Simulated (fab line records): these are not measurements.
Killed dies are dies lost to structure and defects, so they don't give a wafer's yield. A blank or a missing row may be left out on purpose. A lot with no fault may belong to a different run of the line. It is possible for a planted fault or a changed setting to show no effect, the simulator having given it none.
Which tool did it? -- flow nand-harc -- Sampling: 13 lots, 39 wafers, 6 of 1302 route steps

## WHAT EACH GAUGE READ, for each wafer
NHARC_P_M2_THK_MEAS_24: measures by xrf.
lot,measured,on,thk-nm (nm)
L795,day 7 07:19,film-metro-01,144.2 143.5 144.5
L796,day 7 23:37,film-metro-02,144.6 145.6 144.5
L797,day 8 03:17,film-metro-01,143.2 143.5 144.7
L798,day 8 10:44,film-metro-01,142.9 144.8 146.7
L799,day 9 06:59,film-metro-01,145.9 146.8 145.7
L802,day 10 13:51,film-metro-01,147.1 145.8 145.3
L803,day 10 17:08,film-metro-01,145.0 143.9 145.7
L810,day 13 19:43,film-metro-01,147.7 145.4 148.2
L812,day 14 08:58,film-metro-01,143.1 144.2 142.8
L811,day 14 09:30,film-metro-01,142.6 146.5 142.1
L813,day 15 01:03,film-metro-02,142.4 143.7 144.1
L814,day 15 13:11,film-metro-02,143.6 146.3 143.3
L816,day 15 18:56,film-metro-01,146.3 144.4 147.8

NHARC_P_BONDPAD_OVL_MEAS_38.
lot,measured,on,overlay-x-nm (nm),overlay-y-nm (nm)
L795,day 7 09:22,overlay-02,0 0 -1,-9 -9 -9
L796,day 8 01:40,overlay-02,4 3 4,-4 -3 -4
L797,day 8 05:19,overlay-02,1 1 1,1 1 2
L798,day 8 12:41,overlay-02,8 8 8,-3 -3 -3
L799,day 9 09:01,overlay-02,-8 -9 -8,-13 -12 -12
L802,day 10 15:53,overlay-02,-7 -7 -6,-11 -11 -11
L803,day 10 19:08,overlay-01,4 4 4,2 2 1
L810,day 13 21:44,overlay-01,-9 -8 -8,-9 -9 -10
L812,day 14 11:17,overlay-02,9 9 8,1 0 0
L811,day 14 11:34,overlay-01,-12 -12 -12,2 2 2
L813,day 15 02:58,overlay-01,5 5 5,-1 -1 -1
L814,day 15 15:20,overlay-01,-1 -1 -1,4 4 4
L816,day 15 20:58,overlay-02,-1 -2 -1,4 4 4

NHARC_A_ZERO_WELL_INSPECT_17.
lot,measured,on,raw-defect-count
L795,day 7 14:48,defect-inspect-02,6 8 13
L796,day 8 07:07,defect-inspect-01,7 8 6
L797,day 8 10:52,defect-inspect-02,7 18 7
L798,day 8 18:12,defect-inspect-02,9 11 21
L799,day 9 14:38,defect-inspect-01,2 9 6
L802,day 10 21:25,defect-inspect-02,840 789 798 822 798 784
L803,day 11 00:43,defect-inspect-01,769 859 766 766 862 775
L810,day 14 03:27,defect-inspect-01,8 3 6
L812,day 14 16:47,defect-inspect-01,10 7 3
L811,day 14 17:07,defect-inspect-02,10 12 14
L813,day 15 08:22,defect-inspect-01,15 13 8
L814,day 15 20:47,defect-inspect-02,14 1 3
L816,day 16 02:27,defect-inspect-02,4 9 8

NHARC_END_SORT_01.
lot,measured,on,defect-limited-yield (%),killed-at-array,killed-at-other,killed-at-periphery,killed-dies,killed-open,killed-short,sort_bin_2_pct (%),sort_bin_3_pct (%),sort_bin_4_pct (%),sort-n-pass,sort-rim-yield-pct (%),sort-yield-pct (%)
L799,day 27 01:09,prober-02,91.0 91.4 90.4,54 57 62,1 1 0,6 0 3,61 58 65,2 4 5,5 0 0,1.9 2.4 2.7,1.0 0.6 0.9,6.1 5.6 6.1,616 619 612,92 92 94,91.0 91.4 90.4

## WHAT TOOL EACH LOT RAN ON (gives the tool, then ch and the chambers of the sampled wafers, and finally the start)
lot,NHARC_P_BONDPAD_DEGAS_25,NHARC_A_ZERO_WELL_PRECLEAN_22
L795,"pvd-sputter-02, day 7 10:26","wet-bench-01 ch 1,2,4, day 7 14:28"
L796,"pvd-sputter-01, day 8 02:44","wet-bench-01 ch 1,2,3, day 8 06:48"
L797,"pvd-sputter-02, day 8 06:23","wet-bench-05 ch 3,4,7, day 8 10:32"
L798,"pvd-sputter-03, day 8 13:46","wet-bench-05 ch 1,2,4, day 8 17:53"
L799,"pvd-sputter-03, day 9 10:08","wet-bench-06 ch 0,4,7, day 9 14:18"
L802,"pvd-sputter-02, day 10 16:57","wet-bench-01 ch 0,2,4, day 10 21:05"
L803,"pvd-sputter-03, day 10 20:13","wet-bench-01 ch 0,3,5, day 11 00:20"
L810,"pvd-sputter-01, day 13 22:51","wet-bench-06 ch 0,2,3, day 14 03:08"
L812,"pvd-sputter-02, day 14 12:24","wet-bench-01 ch 4,5,6, day 14 16:28"
L811,"pvd-sputter-03, day 14 12:41","wet-bench-05 ch 1,2,7, day 14 16:46"
L813,"pvd-sputter-01, day 15 04:02","wet-bench-01 ch 1,4,6, day 15 08:02"
L814,"pvd-sputter-02, day 15 16:24","wet-bench-01 ch 2,3,7, day 15 20:27"
L816,"pvd-sputter-02, day 15 22:04","wet-bench-01 ch 0,3,4, day 16 02:07"
- NHARC_P_BONDPAD_DEGAS_25: time 60 s.
- NHARC_A_ZERO_WELL_PRECLEAN_22: cleans in SC1, time 60 s.

## AS READ BY THE TOOLS THEMSELVES (means over the sampled wafers that have a number; for cases with no such wafer, the mark the record gives instead)
NHARC_P_BONDPAD_DEGAS_25.
lot,tool,heater-power-w (W)
L795,pvd-sputter-02,488
L796,pvd-sputter-01,491
L797,pvd-sputter-02,512
L798,pvd-sputter-03,439
L799,pvd-sputter-03,453
L802,pvd-sputter-02,526
L803,pvd-sputter-03,506
L810,pvd-sputter-01,476
L812,pvd-sputter-02,471
L811,pvd-sputter-03,476
L813,pvd-sputter-01,477
L814,pvd-sputter-02,480
L816,pvd-sputter-02,553

## THE ANSWER, worked out from the rows above alone
Rule: what is usual is taken from the lots themselves. Put in order of their means at a reading, lots are off if they are a third of the lots or fewer, leave a main group of 4 or more, and stand apart from it by a gap of 3 or more times the standard deviation of the main group's means; of several such gaps the widest counts. If all means in a main group match to the digits the tables above print for the reading, that group is not used. Also off: a lot with no number at a reading for which 4 or more lots have one. The other lots that the step has rows for count as sound. The gauges are gone through in route order, then the tools' own readings, and for those a lot's mean is taken as printed above. At the first step where some lot is off, the reading lying furthest off is the one used; lots without a number count as furthest.
Off, at NHARC_A_ZERO_WELL_INSPECT_17 on raw-defect-count: L802, L803. The main group has a mean of 9 with a standard deviation of 2.8.
A tool fits if, at a process step before that reading, it ran every lot that is off, and no sound lot after the first of them. Those tools and the gauges at NHARC_A_ZERO_WELL_INSPECT_17 are tried in the same way. Of those tried, none fits.

## WHAT HAD BEEN PUT IN BY THE SIMULATOR
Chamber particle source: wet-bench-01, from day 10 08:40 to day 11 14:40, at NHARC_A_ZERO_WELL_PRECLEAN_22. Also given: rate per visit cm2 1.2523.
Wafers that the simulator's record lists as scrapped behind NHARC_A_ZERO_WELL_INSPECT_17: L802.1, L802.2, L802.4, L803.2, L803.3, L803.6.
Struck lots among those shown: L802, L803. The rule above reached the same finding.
